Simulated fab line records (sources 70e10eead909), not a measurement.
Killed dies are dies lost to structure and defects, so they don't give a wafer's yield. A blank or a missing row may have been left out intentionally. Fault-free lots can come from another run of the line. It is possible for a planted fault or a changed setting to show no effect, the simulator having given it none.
Which of the tools did it?    flow nand_harc    24 lots with 72 wafers sampled at 4 steps, on a route of 1159 steps

## WHAT THE GAUGES SHOWED, per wafer
NHARC_A_WL_FILL_INSPECT_15.
lot   measured      on                 raw_defect_count
L074  day 15 18:24  defect_inspect-02  522 624 373
L075  day 16 08:32  defect_inspect-02  581 490 370
L076  day 16 08:35  defect_inspect-02  221 295 254
L077  day 16 12:56  defect_inspect-02  226 278 266
L079  day 16 18:31  defect_inspect-02  306 422 280
L080  day 16 18:33  defect_inspect-01  788 768 426
L078  day 17 00:03  defect_inspect-02  299 359 622
L081  day 17 18:49  defect_inspect-02  281 424 225
L083  day 18 08:34  defect_inspect-02  464 730 368
L082  day 18 08:40  defect_inspect-01  422 293 359
L084  day 18 13:34  defect_inspect-02  461 287 264
L087  day 18 20:20  defect_inspect-02  301 359 411
L086  day 18 20:19  defect_inspect-01  475 494 510
L088  day 19 04:11  defect_inspect-01  367 576 515
L085  day 19 04:32  defect_inspect-01  316 272 501
L089  day 19 22:31  defect_inspect-02  419 557 359
L090  day 19 22:36  defect_inspect-02  446 326 318
L091  day 20 10:48  defect_inspect-01  503 637 463
L092  day 20 10:49  defect_inspect-02  270 428 309
L095  day 21 16:45  defect_inspect-01  447 398 415
L094  day 21 13:57  defect_inspect-01  241 269 502
L097  day 22 02:46  defect_inspect-02  423 409 436
L093  day 21 22:05  defect_inspect-01  382 267 376
L096  day 22 00:40  defect_inspect-02  362 256 425

## WHAT TOOL EACH LOT RAN ON (gives the tool, then ch and the chambers of the sampled wafers, and finally the start)
lot   NHARC_A_SLIT_ETCH_24                NHARC_A_WL_FILL_ALD_02               NHARC_A_WL_FILL_ETCHBACK_05
L074  rie_diel-08 ch 0,1,3, day 13 23:23  ald_metal-01 ch 0,1,2, day 14 12:39  rie_metal-01 ch 0,1, day 14 17:47
L075  rie_diel-13 ch 0,2,3, day 14 15:25  ald_metal-01 ch 1,2,3, day 15 05:16  rie_metal-01 ch 0,1, day 15 12:44
L076  rie_diel-05 ch 2,3, day 14 16:49    ald_metal-04 ch 0,1,3, day 15 04:56  rie_metal-01 ch 0,1, day 15 09:52
L077  rie_diel-13 ch 1,2, day 14 17:23    ald_metal-03 ch 0,2, day 15 05:09    rie_metal-03 ch 0,1, day 15 12:41
L079  rie_diel-05 ch 0,2,3, day 14 23:28  ald_metal-04 ch 0,3, day 15 11:02    rie_metal-02 ch 0,1, day 15 20:51
L080  rie_diel-08 ch 0,1,3, day 14 23:47  ald_metal-01 ch 1,2,3, day 15 11:02  rie_metal-01 ch 1, day 15 20:47
L078  rie_diel-13 ch 0,1,3, day 15 08:27  ald_metal-03 ch 0,2,3, day 15 20:15  rie_metal-02 ch 0,1, day 16 01:04
L081  rie_diel-05 ch 0,1,2, day 16 01:09  ald_metal-03 ch 0,2,3, day 16 13:46  rie_metal-03 ch 0,1, day 16 21:16
L083  rie_diel-05 ch 0,2,3, day 16 17:29  ald_metal-01 ch 0,1,2, day 17 05:11  rie_metal-01 ch 0,1, day 17 09:10
L082  rie_diel-08 ch 2,3, day 16 17:58    ald_metal-04 ch 0,1, day 17 05:11    rie_metal-03 ch 0,1, day 17 12:02
L084  rie_diel-05 ch 0,1,2, day 16 22:15  ald_metal-03 ch 0,1,3, day 17 09:56  rie_metal-03 ch 0,1, day 17 16:10
L087  rie_diel-08 ch 1,2, day 17 06:32    ald_metal-01 ch 0,2, day 17 18:58    rie_metal-01 ch 0,1, day 17 22:58
L086  rie_diel-08 ch 0,2,3, day 17 07:11  ald_metal-04 ch 0,1,3, day 17 18:48  rie_metal-03 ch 0,1, day 17 22:47
L088  rie_diel-13 ch 0,1,2, day 17 07:43  ald_metal-01 ch 2,3, day 17 21:43    rie_metal-03 ch 0, day 18 02:31
L085  rie_diel-08 ch 0,1,2, day 17 08:36  ald_metal-03 ch 0,2, day 17 21:44    rie_metal-01 ch 0, day 18 02:49
L089  rie_diel-13 ch 2,3, day 18 05:11    ald_metal-01 ch 1,2,3, day 18 19:29  rie_metal-03 ch 0, day 18 23:27
L090  rie_diel-08 ch 2,3, day 18 06:55    ald_metal-03 ch 0,1, day 18 19:17    rie_metal-01 ch 0,1, day 18 23:17
L091  rie_diel-13 ch 2,3, day 18 19:13    ald_metal-01 ch 0,2,3, day 19 09:23  rie_metal-01 ch 0,1, day 19 13:17
L092  rie_diel-08 ch 0,2, day 18 19:37    ald_metal-03 ch 1,2, day 19 09:26    rie_metal-03 ch 0,1, day 19 13:44
L095  rie_diel-13 ch 0,1,2, day 19 12:50  ald_metal-03 ch 0,2,3, day 20 00:26  rie_metal-01 ch 0,1, day 20 04:25
L094  rie_diel-08 ch 0,2,3, day 19 14:05  ald_metal-04 ch 1,2,3, day 20 00:36  rie_metal-02 ch 0,1, day 20 04:35
L097  rie_diel-05 ch 0,1,2, day 20 01:49  ald_metal-01 ch 2,3, day 20 16:11    rie_metal-03 ch 0,1, day 20 20:10
L093  rie_diel-08 ch 1,2,3, day 20 01:58  ald_metal-03 ch 0,1,2, day 20 16:22  rie_metal-02 ch 0,1, day 20 20:20
L096  rie_diel-05 ch 0,2,3, day 20 02:33  ald_metal-04 ch 0,1,3, day 20 16:35  rie_metal-03 ch 0,1, day 20 22:58
- NHARC_A_SLIT_ETCH_24: etches the open film in CF4/CHF3, target depth 121 nm, time 60.5 s.
- NHARC_A_WL_FILL_ALD_02: deposits TiN, target thk 2 nm, pulse time 3 s, ald cycles 100.
- NHARC_A_WL_FILL_ETCHBACK_05: etches the open film in Cl2/BCl3, target depth 22 nm, time 60 s.

## WHAT THE TOOLS THEMSELVES READ (means of the sampled wafers that have a number; where no wafer has one, the mark that the record gives instead)
NHARC_A_SLIT_ETCH_24.
lot   tool         cf4_flow_sccm (sccm)  drypump_motor_current_A (A)  oes_product_au (a.u.)  rf_fwd_power_W (W)  rf_vpp_V (V)  showerhead_plenum_p_Torr (Torr)  throttle_valve_pct (%)
L074  rie_diel-08  99.9                  5.7                          0.974                  496.4               370.6         1.55                             16.813
L075  rie_diel-13  100.0                 5.5                          0.969                  494.5               370.6         1.56                             16.802
L076  rie_diel-05  99.9                  6.0                          0.930                  494.1               369.9         1.56                             16.796
L077  rie_diel-13  99.6                  5.2                          0.962                  494.7               370.5         1.54                             16.810
L079  rie_diel-05  99.9                  5.9                          0.925                  494.0               369.6         1.57                             16.800
L080  rie_diel-08  99.9                  5.7                          0.928                  495.5               370.0         1.55                             16.799
L078  rie_diel-13  100.3                 5.6                          0.976                  493.9               371.6         1.60                             16.804
L081  rie_diel-05  99.8                  5.6                          0.976                  493.8               369.7         1.55                             16.809
L083  rie_diel-05  99.8                  5.9                          0.949                  494.5               370.4         1.57                             16.801
L082  rie_diel-08  99.5                  5.8                          0.987                  495.6               373.0         1.62                             16.811
L084  rie_diel-05  99.9                  5.7                          0.964                  494.8               369.4         1.55                             16.805
L087  rie_diel-08  100.0                 5.9                          0.969                  495.0               371.4         1.61                             16.799
L086  rie_diel-08  100.2                 5.7                          0.974                  495.3               370.5         1.58                             16.812
L088  rie_diel-13  99.8                  5.5                          0.977                  494.5               370.0         1.55                             16.806
L085  rie_diel-08  100.0                 5.8                          0.986                  495.4               371.3         1.60                             16.802
L089  rie_diel-13  99.7                  5.4                          0.971                  498.1               371.4         1.61                             16.809
L090  rie_diel-08  100.1                 5.8                          0.959                  496.6               372.5         1.62                             16.802
L091  rie_diel-13  100.2                 5.3                          0.976                  497.3               370.0         1.55                             16.801
L092  rie_diel-08  99.8                  5.7                          0.975                  494.5               372.9         1.64                             16.803
L095  rie_diel-13  100.0                 5.5                          0.981                  494.2               369.8         1.55                             16.789
L094  rie_diel-08  100.0                 5.7                          0.974                  495.3               371.4         1.58                             16.808
L097  rie_diel-05  99.8                  5.6                          0.966                  496.1               368.6         1.55                             16.795
L093  rie_diel-08  99.8                  5.8                          0.929                  495.5               371.6         1.59                             16.810
L096  rie_diel-05  100.2                 5.9                          0.963                  494.2               370.0         1.57                             16.801

NHARC_A_WL_FILL_ALD_02.
lot   tool          heater_power_w (W)  precursor_pulse_height_rel
L074  ald_metal-01  1095                1.011
L075  ald_metal-01  1134                0.993
L076  ald_metal-04  1104                1.003
L077  ald_metal-03  1062                0.998
L079  ald_metal-04  1021                0.986
L080  ald_metal-01  1136                1.001
L078  ald_metal-03  1027                1.006
L081  ald_metal-03  1027                1.002
L083  ald_metal-01  1093                0.996
L082  ald_metal-04  1142                0.993
L084  ald_metal-03  1054                0.991
L087  ald_metal-01  1092                1.001
L086  ald_metal-04  1104                0.993
L088  ald_metal-01  1122                1.001
L085  ald_metal-03  1095                1.014
L089  ald_metal-01  1141                0.988
L090  ald_metal-03  1130                0.996
L091  ald_metal-01  1122                0.984
L092  ald_metal-03  1160                0.986
L095  ald_metal-03  1023                1.001
L094  ald_metal-04  1185                0.995
L097  ald_metal-01  1192                1.009
L093  ald_metal-03  1124                0.988
L096  ald_metal-04  1101                1.015

NHARC_A_WL_FILL_ETCHBACK_05.
lot   tool          drypump_motor_current_A (A)  oes_product_au (a.u.)  temp_c (C)
L074  rie_metal-01  6.0                          0.999                  39.94
L075  rie_metal-01  6.1                          1.011                  40.04
L076  rie_metal-01  6.2                          1.008                  39.98
L077  rie_metal-03  6.2                          0.999                  40.02
L079  rie_metal-02  5.2                          1.012                  40.04
L080  rie_metal-01  5.8                          1.007                  40.14
L078  rie_metal-02  5.4                          1.006                  39.98
L081  rie_metal-03  6.1                          0.999                  40.02
L083  rie_metal-01  6.0                          1.002                  40.06
L082  rie_metal-03  6.1                          0.996                  39.95
L084  rie_metal-03  5.7                          1.006                  39.98
L087  rie_metal-01  6.0                          1.006                  40.00
L086  rie_metal-03  6.2                          1.002                  40.03
L088  rie_metal-03  5.2                          0.998                  40.14
L085  rie_metal-01  6.3                          1.003                  39.98
L089  rie_metal-03  5.2                          0.997                  40.03
L090  rie_metal-01  6.0                          1.006                  40.01
L091  rie_metal-01  6.1                          1.004                  40.07
L092  rie_metal-03  5.7                          0.998                  39.94
L095  rie_metal-01  6.1                          0.996                  40.02
L094  rie_metal-02  5.2                          1.005                  39.99
L097  rie_metal-03  5.7                          0.997                  40.01
L093  rie_metal-02  5.4                          1.006                  40.01
L096  rie_metal-03  5.7                          0.998                  40.03

## THE ANSWER, worked out from the rows above alone
Rule: the lots themselves supply what counts as usual. Put in order of their means at a reading, lots are off if they are a third of the lots or fewer, leave a main group of 4 or more, and stand apart from it by a gap of 3 or more times the standard deviation of the main group's means; of several such gaps the widest counts. A main group whose means are all the same, to the digits that the tables above print for the reading, isn't used. Also off: a lot with no number at a reading for which 4 or more lots have one. All remaining lots with rows at the step are treated as sound. The gauges are gone through in route order, then the tools' own readings, and for those a lot's mean is taken as printed above. The first step at which some lot is off is used, and at that step the reading that is off furthest; a lot without a number counts as furthest.
Nothing can be told from this: no lot is off at any reading shown.

## WHAT HAD BEEN PUT IN BY THE SIMULATOR
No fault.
